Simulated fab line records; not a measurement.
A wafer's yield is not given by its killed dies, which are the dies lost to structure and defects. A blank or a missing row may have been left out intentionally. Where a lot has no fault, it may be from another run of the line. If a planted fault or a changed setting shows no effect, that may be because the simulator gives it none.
Split-lot study :: flow n5Finfet :: 21 wafers read across 7 lots, on a route 1938 steps long

== SPLIT DETAILS ==
At N5_WELL_APT_EXPOSE_22 (exposes mask PWELL, defocus 0 nm, target cd 200 nm), the setting doseMj was moved away from the recipe's 23.2 on 7 of the 21 wafers read, by -6.2% to +6.7%. For the rest of the wafers, this setting stayed at what the recipe calls for.

== FROM THE SPLIT TO THE READING: what the file shows between them, 3 steps ==
- N5_WELL_APT_PEB_23: peb time 90 s
- N5_WELL_APT_DEVELOP_24: develop time 45 s
- N5_WELL_APT_HARDBAKE_29: time 120 s

== THE READING ==
cdNm, in nm, at N5_WELL_APT_CD_MEAS_25 (target cd 200 nm). Fault-free wafers of this fab line usually give 200.7 nm, standard deviation 1.8 nm.

wafer: L076.1
tool, chamber at the split: krfScanner-01, 0
doseMj as run: 22.38
against the recipe: -3.5%
cdNm, nm: 196.0
against lot-mates on the recipe: -8.2

wafer: L076.2
tool, chamber at the split: krfScanner-01, 0
doseMj as run: 22.38
against the recipe: -3.5%
cdNm, nm: 195.2
against lot-mates on the recipe: -9.0

wafer: L076.6
tool, chamber at the split: krfScanner-01, 0
doseMj as run: 23.2
against the recipe: recipe
cdNm, nm: 204.2
against lot-mates on the recipe: -

wafer: L080.1
tool, chamber at the split: krfScanner-01, 0
doseMj as run: 23.2
against the recipe: recipe
cdNm, nm: 203.1
against lot-mates on the recipe: -

wafer: L080.2
tool, chamber at the split: krfScanner-01, 0
doseMj as run: 22.22
against the recipe: -4.2%
cdNm, nm: 194.3
against lot-mates on the recipe: -8.0

wafer: L080.4
tool, chamber at the split: krfScanner-01, 0
doseMj as run: 23.2
against the recipe: recipe
cdNm, nm: 201.6
against lot-mates on the recipe: -

wafer: L082.1
tool, chamber at the split: krfScanner-02, 0
doseMj as run: 23.2
against the recipe: recipe
cdNm, nm: 200.9
against lot-mates on the recipe: -

wafer: L082.2
tool, chamber at the split: krfScanner-02, 0
doseMj as run: 24.75
against the recipe: +6.7%
cdNm, nm: 215.4
against lot-mates on the recipe: +14.5

wafer: L082.6
tool, chamber at the split: krfScanner-02, 0
doseMj as run: 24.75
against the recipe: +6.7%
cdNm, nm: 213.8
against lot-mates on the recipe: +12.9

wafer: L084.2
tool, chamber at the split: krfScanner-01, 0
doseMj as run: 23.2
against the recipe: recipe
cdNm, nm: 199.5
against lot-mates on the recipe: -

wafer: L084.3
tool, chamber at the split: krfScanner-01, 0
doseMj as run: 23.2
against the recipe: recipe
cdNm, nm: 197.5
against lot-mates on the recipe: -

wafer: L084.5
tool, chamber at the split: krfScanner-01, 0
doseMj as run: 23.2
against the recipe: recipe
cdNm, nm: 199.3
against lot-mates on the recipe: -

wafer: L089.2
tool, chamber at the split: krfScanner-02, 0
doseMj as run: 23.2
against the recipe: recipe
cdNm, nm: 203.4
against lot-mates on the recipe: -

wafer: L089.5
tool, chamber at the split: krfScanner-02, 0
doseMj as run: 24.58
against the recipe: +5.9%
cdNm, nm: 211.9
against lot-mates on the recipe: +10.1

wafer: L089.6
tool, chamber at the split: krfScanner-02, 0
doseMj as run: 23.2
against the recipe: recipe
cdNm, nm: 200.2
against lot-mates on the recipe: -

wafer: L093.2
tool, chamber at the split: krfScanner-02, 0
doseMj as run: 23.2
against the recipe: recipe
cdNm, nm: 202.5
against lot-mates on the recipe: -

wafer: L093.3
tool, chamber at the split: krfScanner-02, 0
doseMj as run: 23.2
against the recipe: recipe
cdNm, nm: 200.7
against lot-mates on the recipe: -

wafer: L093.4
tool, chamber at the split: krfScanner-02, 0
doseMj as run: 23.2
against the recipe: recipe
cdNm, nm: 200.3
against lot-mates on the recipe: -

wafer: L095.4
tool, chamber at the split: krfScanner-02, 0
doseMj as run: 21.77
against the recipe: -6.2%
cdNm, nm: 187.1
against lot-mates on the recipe: -10.0

wafer: L095.5
tool, chamber at the split: krfScanner-02, 0
doseMj as run: 23.2
against the recipe: recipe
cdNm, nm: 196.7
against lot-mates on the recipe: -

wafer: L095.6
tool, chamber at the split: krfScanner-02, 0
doseMj as run: 23.2
against the recipe: recipe
cdNm, nm: 197.4
against lot-mates on the recipe: -

FIT RESULTS
A straight line over all 21 wafers: cdNm changes by +1.94 nm for each +1% of doseMj; r = +0.95; the points scatter about the line by 2.1 nm.
The same after taking each lot's own level away (the mean of its wafers on the recipe; 21 wafers): +1.94 nm for each +1%; r = +0.98; scatter 1.2 nm.
The reading moves by 13 nm for the largest change in doseMj, on that fit.
The span of the lots' own levels, 197.05 to 204.20 nm, comes to 4.0 times the standard deviation stated above.
Consequently the slope shifts little with the lot-to-lot level, the two slopes agreeing.
Check: with one of the wafers moved furthest among these (+6.7%) left out of the fit, the line predicts +12.4 nm for it against its lot-mates. It came out at +14.5 nm against them.

== OTHER SPLITS ON THESE WAFERS ==
Other splits were also applied to these wafers ahead of the reading. Each is held against what the fit with the lots' levels taken away leaves over:
other split on the same wafers: N5_WELL_APT_COAT_19 spinRpm
wafers away from the commonest value: 5
r with cdNm (lot level and that fit taken away): -0.07

== THE WHOLE CHAIN: every reading that the file lists as answering this split, in the file's order ==
step: N5_WELL_APT_CD_MEAS_25
what it does: target cd 200 nm
reading: cdNm
change (the file's fit): +1.87 nm for each +1% of the setting
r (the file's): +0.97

step: N5_WELL_APT_DESCUM_30
what it does: chemistry O2, time 7.9 s
reading: WELL_APT.cdNm (the simulator's own value, which no gauge read)
change (the file's fit): +1.88 nm for each +1% of the setting
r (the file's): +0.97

== FILE'S OWN FIT ==
cdNm changes by +1.87 nm for each +1% of doseMj, r = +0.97.
